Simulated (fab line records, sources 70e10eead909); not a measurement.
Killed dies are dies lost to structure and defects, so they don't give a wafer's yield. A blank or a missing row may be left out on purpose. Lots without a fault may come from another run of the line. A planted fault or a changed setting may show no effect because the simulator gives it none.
fab line records | flow nand_harc
record lots=12 wafers=36 last_day=25
route steps=1159 shown P_M0@279 P_M1@285 END@1159
lots that met no fault: from a run of the same line without faults
start_h: hours from the record's first day to the start of the lot's first wafer shown | wait_h: hours since the lot's step before | " the same as in the row above | L1.1+2: a row that stands for several wafers | - no value, or no start given | * or withheld: withheld | < > ~ a bound
route shown NAME@n: a module of which the file shows steps, and the number in the route of the first | usual: mean/standard deviation of fault-free wafers | same: alike in all rows | chamber/n: place in a boat | sites: the reading at each site | _std_site: their standard deviation | _edge_site: outer sites' mean less inner sites' | radius_mm: how far each site lies from the wafer's centre | mask NAME#n: copy n | behind: the tool/chamber that last shaped the wafer | hold: why the lot was held/for how many hours/how that ended | device: the transistor (n, p or np) that didn't switch | end of line: the same wafers' tests at the end of the route | a step without rows: its recipe alone | killed: dies lost to structure and defects at the first sort, not the wafer's yield | map: a wafer's dies, x killed, . not, _ none there
set.NAME: the setting as run; set.NAME@STEP: as run at that earlier step | model.NAME: the simulator's own value behind a step, which no gauge read
steps of the route over a sample of lots; a table a step, a row a wafer
services: from which hour (start_h, from the record's first day; less than 0 if before it) a tool's chamber was out of use, for how many hours, and why
## steps
# step NHARC_P_M0_THK_MEAS_24
# recipe thk_meas_gauge=xrf
# usual thk_nm=117.4/1.4
# columns lot.wafer tool chamber start_h wait_h thk_nm
L513.2 film_metro-01 - 128.20 - 118.8
L513.5 " - " " 116.1
L513.6 " - " " 118.1
L516.1 film_metro-02 - 131.74 - 117.6
L516.2 " - " " 118.8
L516.3 " - " " 116.8
L515.1 film_metro-02 - 133.63 - 116.9
L515.2 " - " " 119.5
L515.4 " - " " 118.6
L525.2 film_metro-01 - 193.09 - 117.3
L525.3 " - " " 117.1
L525.5 " - " " 116.3
L527.1 film_metro-02 - 193.54 - 116.3
L527.5 " - " " 114.5
L527.6 " - " " 118.6
L524.4 film_metro-01 - 194.44 - 117.2
L524.5 " - " " 119.6
L524.6 " - " " 115.4
L526.3 film_metro-01 - 201.69 - 117.0
L526.4 " - " " 117.6
L526.5 " - " " 113.2
L530.1 film_metro-01 - 222.30 - 117.6
L530.2 " - " " 117.4
L530.5 " - " " 118.1
L531.1 film_metro-02 - 224.91 - 119.3
L531.5 " - " " 117.5
L531.6 " - " " 118.4
L532.1 film_metro-01 - 228.07 - 118.1
L532.3 " - " " 117.4
L532.5 " - " " 117.2
L534.1 film_metro-01 - 239.26 - 118.0
L534.2 " - " " 118.9
L534.5 " - " " 118.3
L535.1 film_metro-01 - 247.11 - 118.0
L535.2 " - " " 117.3
L535.3 " - " " 118.2
# step NHARC_P_M0_PRE_CLEAN_31
# recipe time_s=12 temp_c=370 rf_power_w=300 gas=NH3
# usual heater_power_w=598/62
# columns lot.wafer tool chamber start_h wait_h heater_power_w
L513.2 pecvd-03 0 128.43 0.1 655
L513.6 " 0 " " 656
L513.5 " 1 " " 578
L516.2 pecvd-04 0 131.96 0.1 486
L516.1 " 1 " " 586
L516.3 " 2 " " 541
L515.1 pecvd-04 2 133.85 0.1 544
L515.2 " 1 " " 697
L515.4 " 0 " " 539
L525.3 pecvd-04 0 193.32 0.1 512
L525.2 " 1 " " 694
L525.5 " 1 " " 707
L527.1 pecvd-02 0 193.78 0.1 526
L527.6 " 1 " " 478
L527.5 " 2 " " 615
L524.4 pecvd-03 1 194.72 0.1 573
L524.5 " 0 " " 594
L524.6 " 1 " " 594
L526.4 pecvd-03 1 201.96 0.1 565
L526.3 " 0 " " 540
L526.5 " 1 " " 559
L530.2 pecvd-04 0 222.52 0.1 579
L530.1 " 1 " " 717
L530.5 " 2 " " 570
L531.1 pecvd-03 1 225.14 0.1 513
L531.6 " 0 " " 643
L531.5 " 1 " " 514
L532.1 pecvd-04 2 228.31 0.1 556
L532.3 " 0 " " 589
L532.5 " 2 " " 557
L534.2 pecvd-03 0 239.48 0.1 626
L534.1 " 1 " " 588
L534.5 " 1 " " 577
L535.2 pecvd-04 0 247.34 0.1 515
L535.1 " 1 " " 698
L535.3 " 2 " " 605
# step NHARC_P_M1_DEP_00
# recipe target_thk_a=1825 target_thk_nm=182.5 temp_c=withheld pressure_torr=5 flow_sccm=200 rf_w=600 material=SiOC
# columns lot.wafer tool chamber start_h wait_h
L513.2+5+6 pecvd-02 0,2,1 128.96 -
L516.3+2+1 pecvd-04 2,0,1 132.42 -
L515.1+2+4 pecvd-03 0,1,2 134.35 -
L525.2+3+5 pecvd-03 0,1,1 193.81 -
L527.1+6+5 pecvd-02 0,0,1 194.25 -
L524.4+5+6 pecvd-03 1,1,0 195.44 0.4
L526.3+4+5 pecvd-02 2,2,0 202.67 0.4
L530.1+2+5 pecvd-02 1,0,0 223.02 -
L531.1+6+5 pecvd-04 0,1,0 225.71 -
L532.3+1+5 pecvd-04 0,1,2 228.77 -
L534.2+1+5 pecvd-04 1,0,0 239.97 -
L535.1+2+3 pecvd-04 1,2,0 247.81 -
# step NHARC_P_M1_INSPECT_11
# usual raw_defect_count=4.0/2.4
# columns lot.wafer tool chamber start_h wait_h raw_defect_count
L513.2 defect_inspect-01 - 129.87 0.0 5
L513.5 " - " " 1
L513.6 " - " " 8
L516.1 defect_inspect-02 - 133.26 0.0 4
L516.2 " - " " 3
L516.3 " - " " 4
L515.1 defect_inspect-01 - 135.32 0.0 5
L515.2 " - " " 9
L515.4 " - " " 10
L525.2 defect_inspect-02 - 194.91 0.0 44
L525.3 " - " " 3
L525.5 " - " " 4
L527.1 defect_inspect-02 - 195.21 0.0 3
L527.5 " - " " 6
L527.6 " - " " 4
L524.4 defect_inspect-01 - 196.40 0.0 4
L524.5 " - " " 3
L524.6 " - " " 53
L526.3 defect_inspect-01 - 203.58 0.0 6
L526.4 " - " " 4
L526.5 " - " " 5
L530.1 defect_inspect-02 - 223.98 0.0 3
L530.2 " - " " 5
L530.5 " - " " 3
L531.1 defect_inspect-01 - 226.58 0.0 3
L531.5 " - " " 3
L531.6 " - " " 0
L532.1 defect_inspect-01 - 229.74 0.0 3
L532.3 " - " " 5
L532.5 " - " " 2
L534.1 defect_inspect-02 - 240.81 0.0 1
L534.2 " - " " 3
L534.5 " - " " 3
L535.1 defect_inspect-01 - 248.77 0.0 2
L535.2 " - " " 1
L535.3 " - " " 4
# step NHARC_P_M1_PVD_20
# recipe target_thk_a=50 bias_v=168.6 power_w=15000 chamber_pressure_pa=0.12 time_s=8.06 substrate_temp_c=50 material=TaN
# usual substrate_temp_c=49.96/0.1 throttle_valve_pct=29.7/0.98
# columns lot.wafer tool chamber start_h wait_h substrate_temp_c throttle_valve_pct
L513.2 pvd_sputter-01 - - - 49.98 29.8
L513.5 " - " " 49.96 29.9
L513.6 " - " " 49.95 29.0
L516.2 pvd_sputter-03 - - - 49.96 30.1
L516.1 " - " " 50.14 29.5
L516.3 " - " " 50.02 29.9
L515.4 pvd_sputter-02 - - - 49.98 30.8
L515.1 " - " " 49.91 31.4
L515.2 " - " " 49.94 31.2
L525.2 pvd_sputter-01 - - - 49.90 28.7
L525.3 " - " " 49.68 30.7
L525.5 " - " " 50.02 28.7
L527.1 pvd_sputter-03 - - - 50.04 30.0
L527.6 " - " " 49.88 29.7
L527.5 " - " " 50.06 29.5
L524.4 pvd_sputter-03 - - - 50.06 29.8
L524.6 " - " " 50.17 29.6
L524.5 " - " " 50.02 30.1
L526.4 pvd_sputter-01 - - - 49.77 29.8
L526.3 " - " " 49.98 29.1
L526.5 " - " " 50.11 30.7
L530.2 pvd_sputter-01 - - - 49.81 28.7
L530.1 " - " " 50.03 30.4
L530.5 " - " " 49.94 28.8
L531.1 pvd_sputter-01 - - - 49.91 28.9
L531.5 " - " " 49.84 29.7
L531.6 " - " " 50.12 28.5
L532.3 pvd_sputter-02 - - - 49.95 31.0
L532.1 " - " " 50.02 27.8
L532.5 " - " " 49.93 31.2
L534.1 pvd_sputter-03 - - - 49.93 29.9
L534.2 " - " " 49.85 30.1
L534.5 " - " " 49.96 29.5
L535.3 pvd_sputter-02 - - - 49.77 30.1
L535.1 " - " " 49.94 30.9
L535.2 " - " " 49.92 31.4
# step NHARC_END_SORT_01
# recipe temp_c=25
# usual defect_limited_yield=95.3/1.3 killed_at_array=28/9.1 killed_at_other=0.6/0.87 killed_at_periphery=3.4/2.7 killed_dies=32/9 killed_open=3.2/1.9 killed_short=2.0/1.3 sort_bin_2_pct=1.5/0.57 sort_bin_3_pct=0.26/0.22 sort_bin_4_pct=2.9/0.91 sort_n_pass=645/9 sort_rim_yield_pct=93/3.3 sort_yield_pct=95.3/1.3
# same gross_dies=677 sort_bin_5_pct[%]=0 sort_bin_6_pct[%]=0 sort_bin_7_pct[%]=0 sort_bin_8_pct[%]=0 sort_rim_n_gross=106.00
# columns lot.wafer tool chamber start_h wait_h defect_limited_yield[%] killed_at_array killed_at_other killed_at_periphery killed_dies killed_open killed_short sort_bin_2_pct[%] sort_bin_3_pct[%] sort_bin_4_pct[%] sort_n_pass sort_rim_yield_pct[%] sort_yield_pct[%]
L525.2 prober-02 0 526.31 2.8 91.0 28 0 33 61 1 3 2.8 0.30 5.9 616 91 91.0
L525.3 prober-02 0 527.12 3.1 94.7 33 0 3 36 4 3 2.2 0 3.1 641 96 94.7
L525.5 prober-02 0 528.73 3.7 96.2 25 0 1 26 4 2 1.2 0.30 2.4 651 93 96.2
L524.4 prober-02 0 543.51 3.4 92.8 49 0 0 49 3 1 1.8 0.44 5.0 628 88 92.8
L524.5 prober-02 0 544.32 3.7 94.2 36 0 3 39 7 1 2.1 0.59 3.1 638 90 94.2
L524.6 prober-02 0 545.13 4.1 89.8 38 0 31 69 3 1 2.7 0.44 7.1 608 92 89.8
# killed by level:class
L525.2 P_M1:unspecified=32 A_SLIT:chamber_film_flake=14 A_CHANNEL_HOLE_D1:chamber_film_flake=3 A_CHANNEL_FILL_D1:chamber_film_flake=3 A_CONTACT:chamber_film_flake=2 A_ONON_D1:geometric_particle:short=1 A_CHANNEL_HOLE_D1:geometric_particle:short=1 A_WL_FILL:geometric_particle:short=1
L525.3 A_SLIT:chamber_film_flake=15 A_CHANNEL_HOLE_D1:chamber_film_flake=8 A_STAIRCASE:chamber_film_flake=2 A_CONTACT:chamber_film_flake=2 P_STI:geometric_particle:open=1 P_GATE:geometric_particle:open=1 P_CONTACT:geometric_particle:short=1 A_CHANNEL_HOLE_D1:geometric_particle:short=1
L525.5 A_SLIT:chamber_film_flake=12 A_STAIRCASE:chamber_film_flake=3 A_CHANNEL_HOLE_D1:chamber_film_flake=2 A_STAIRCASE:geometric_particle:short=1 A_WL_FILL:geometric_particle:open=1 A_WL_FILL:geometric_particle:short=1 A_CONTACT:geometric_particle:open=1 A_M0:geometric_particle:open=1
L524.4 A_SLIT:chamber_film_flake=22 A_CHANNEL_HOLE_D1:chamber_film_flake=9 A_CONTACT:chamber_film_flake=7 A_STAIRCASE:chamber_film_flake=3 A_CHANNEL_FILL_D1:chamber_film_flake=2 A_SGD_CUT:chamber_film_flake=2 A_CHANNEL_FILL_D1:geometric_particle:short=1 A_WL_FILL:geometric_particle:open=1
L524.5 A_SLIT:chamber_film_flake=17 A_CHANNEL_HOLE_D1:chamber_film_flake=5 A_CONTACT:chamber_film_flake=5 A_M0:geometric_particle:open=3 A_STAIRCASE:chamber_film_flake=2 P_STI:geometric_particle:short=1 P_M0:geometric_particle:open=1 A_ONON_D1:geometric_particle:open=1
L524.6 P_M1:unspecified=30 A_SLIT:chamber_film_flake=12 A_CHANNEL_HOLE_D1:chamber_film_flake=11 A_SGD_CUT:chamber_film_flake=6 A_STAIRCASE:chamber_film_flake=3 A_CONTACT:chamber_film_flake=2 A_ONON_D1:geometric_particle:short=1 A_WL_FILL:geometric_particle:open=1
## services
# columns tool chamber start_h hours kind
pecvd-04 0 110.89 3.0 repair
pecvd-03 - 111.12 13.0 pm
pecvd-03 0 111.12 13.0 vent_cycle
pecvd-03 1 111.12 13.0 vent_cycle
pecvd-03 2 111.12 13.0 vent_cycle
pecvd-03 0 124.12 - clean
pecvd-03 1 124.12 - clean
pecvd-03 2 124.12 - clean
pecvd-02 - 153.00 13.0 pm
pecvd-02 0 153.00 13.0 vent_cycle
pecvd-02 1 153.00 13.0 vent_cycle
pecvd-02 2 153.00 13.0 vent_cycle
pvd_sputter-01 - 158.00 10.0 pm
pecvd-02 0 166.00 - clean
pecvd-02 1 166.00 - clean
pvd_sputter-03 - 167.14 8.3 repair
pecvd-04 - 195.48 13.0 pm
pecvd-04 0 195.48 13.0 vent_cycle
pecvd-04 1 195.48 13.0 vent_cycle
pecvd-04 2 195.48 13.0 vent_cycle
pecvd-04 0 208.48 - clean
pecvd-04 1 208.48 - clean
pecvd-04 2 208.48 - clean
pvd_sputter-02 - 214.01 10.0 pm
## key
first_sign step=NHARC_P_M1_INSPECT_11 reading=raw_defect_count direction=up sigmas=19 usual=4.0 struck=48.5
effect step=NHARC_END_SORT_01 reading=killed_at_periphery direction=up sigmas=11 usual=3.4 struck=32
more_kills_born_at NHARC_P_M1_DEP_00@pecvd-03=62
met_at NHARC_P_M1_DEP_00
struck_lots L524,L525
struck_wafers L524.6,L525.2
not_acting_at NHARC_P_M0_THK_MEAS_24,NHARC_P_M0_PRE_CLEAN_31,NHARC_P_M1_PVD_20
onset_between 134.35 193.81
fault kind=chamber_particle_source tool=pecvd-03 chamber=0 onset_h=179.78 steps=NHARC_P_M1_DEP_00 rate_per_visit_cm2=0.062278 end_h=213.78
